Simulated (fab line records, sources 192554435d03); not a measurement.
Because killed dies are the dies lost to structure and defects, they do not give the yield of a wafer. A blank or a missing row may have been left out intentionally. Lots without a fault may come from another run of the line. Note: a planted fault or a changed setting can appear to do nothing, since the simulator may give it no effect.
Matching of chambers || flow n5 finfet || 4 sister chambers for N5_STI_FIN_REVEAL_STRIP_24 on rie diel-03
The step strips in N2/H2, time 90 s. 14 wafers are shown with their chamber, then 7 later ones without.

## EACH WAFER AND ITS CHAMBER
{"wafer": "L078.2", "chamber": 2, "drypump motor current A (A)": 5.5, "showerhead plenum p Torr (Torr)": 3.49, "throttle valve pct (%)": 12.69}
{"wafer": "L078.3", "chamber": 1, "drypump motor current A (A)": 6.5, "showerhead plenum p Torr (Torr)": 3.35, "throttle valve pct (%)": 12.70}
{"wafer": "L078.4", "chamber": 0, "drypump motor current A (A)": 5.8, "showerhead plenum p Torr (Torr)": 3.45, "throttle valve pct (%)": 12.20}
{"wafer": "L082.1", "chamber": 1, "drypump motor current A (A)": 6.5, "showerhead plenum p Torr (Torr)": 3.34, "throttle valve pct (%)": 12.72}
{"wafer": "L082.5", "chamber": 3, "drypump motor current A (A)": 6.3, "showerhead plenum p Torr (Torr)": 3.42, "throttle valve pct (%)": 11.98}
{"wafer": "L082.6", "chamber": 2, "drypump motor current A (A)": 5.5, "showerhead plenum p Torr (Torr)": 3.49, "throttle valve pct (%)": 12.70}
{"wafer": "L089.1", "chamber": 2, "drypump motor current A (A)": 5.5, "showerhead plenum p Torr (Torr)": 3.48, "throttle valve pct (%)": 12.76}
{"wafer": "L089.2", "chamber": 3, "drypump motor current A (A)": 6.3, "showerhead plenum p Torr (Torr)": 3.41, "throttle valve pct (%)": 12.03}
{"wafer": "L089.3", "chamber": 0, "drypump motor current A (A)": 5.8, "showerhead plenum p Torr (Torr)": 3.43, "throttle valve pct (%)": 12.27}
{"wafer": "L093.1", "chamber": 3, "drypump motor current A (A)": 6.4, "showerhead plenum p Torr (Torr)": 3.41, "throttle valve pct (%)": 12.04}
{"wafer": "L093.2", "chamber": 1, "drypump motor current A (A)": 6.5, "showerhead plenum p Torr (Torr)": 3.33, "throttle valve pct (%)": 12.12}
{"wafer": "L093.5", "chamber": 0, "drypump motor current A (A)": 5.7, "showerhead plenum p Torr (Torr)": 3.43, "throttle valve pct (%)": 12.30}
{"wafer": "L094.2", "chamber": 0, "drypump motor current A (A)": 5.8, "showerhead plenum p Torr (Torr)": 3.43, "throttle valve pct (%)": 12.30}
{"wafer": "L094.3", "chamber": 3, "drypump motor current A (A)": 6.4, "showerhead plenum p Torr (Torr)": 3.41, "throttle valve pct (%)": 12.04}

SIGNATURES (averages over the wafers above)
{"reading": "drypump motor current A", "chamber 0": 5.775, "chamber 1": 6.500, "chamber 2": 5.500, "chamber 3": 6.350, "scatter within a chamber": 0.0418}
{"reading": "showerhead plenum p Torr", "chamber 0": 3.4350, "chamber 1": 3.3400, "chamber 2": 3.4867, "chamber 3": 3.4125, "scatter within a chamber": 0.00801}
{"reading": "throttle valve pct", "chamber 0": 12.2675, "chamber 1": 12.5133, "chamber 2": 12.7167, "chamber 3": 12.0225, "scatter within a chamber": 0.156}
Rule: for a wafer and a chamber, the distance is found by dividing, reading by reading, the gap between the wafer's reading and the chamber's mean by the reading's scatter, squaring, summing and taking the root. The wafer belongs to the nearest chamber; if the next one is less than 2 further off, it can't be placed. The scatter: the root of (the sum of the squares of (reading less its chamber's mean) over the shown wafers, divided by (wafers less chambers)).

## WAFERS WITHOUT THEIR CHAMBER
{"wafer": "L094.4", "drypump motor current A (A)": 6.5, "showerhead plenum p Torr (Torr)": 3.33, "throttle valve pct (%)": 12.13}
{"wafer": "L095.1", "drypump motor current A (A)": 5.5, "showerhead plenum p Torr (Torr)": 3.47, "throttle valve pct (%)": 12.80}
{"wafer": "L095.3", "drypump motor current A (A)": 5.8, "showerhead plenum p Torr (Torr)": 3.42, "throttle valve pct (%)": 12.30}
{"wafer": "L095.5", "drypump motor current A (A)": 5.8, "showerhead plenum p Torr (Torr)": 3.42, "throttle valve pct (%)": 12.32}
{"wafer": "L096.1", "drypump motor current A (A)": 6.4, "showerhead plenum p Torr (Torr)": 3.40, "throttle valve pct (%)": 12.04}
{"wafer": "L096.3", "drypump motor current A (A)": 5.7, "showerhead plenum p Torr (Torr)": 3.42, "throttle valve pct (%)": 12.32}
{"wafer": "L096.5", "drypump motor current A (A)": 5.5, "showerhead plenum p Torr (Torr)": 3.47, "throttle valve pct (%)": 12.79}

## CHAMBER TAKEN BY EACH
{"wafer": "L094.4", "from the rows above": 1, "in truth": 1}
{"wafer": "L095.1", "from the rows above": 2, "in truth": 2}
{"wafer": "L095.3", "from the rows above": 0, "in truth": 0}
{"wafer": "L095.5", "from the rows above": 0, "in truth": 0}
{"wafer": "L096.1", "from the rows above": 3, "in truth": 3}
{"wafer": "L096.3", "from the rows above": 0, "in truth": 0}
{"wafer": "L096.5", "from the rows above": 2, "in truth": 2}
Correct placement for 7 of the 7. Number that these rows cannot place: 0. Wrongly placed: 0.
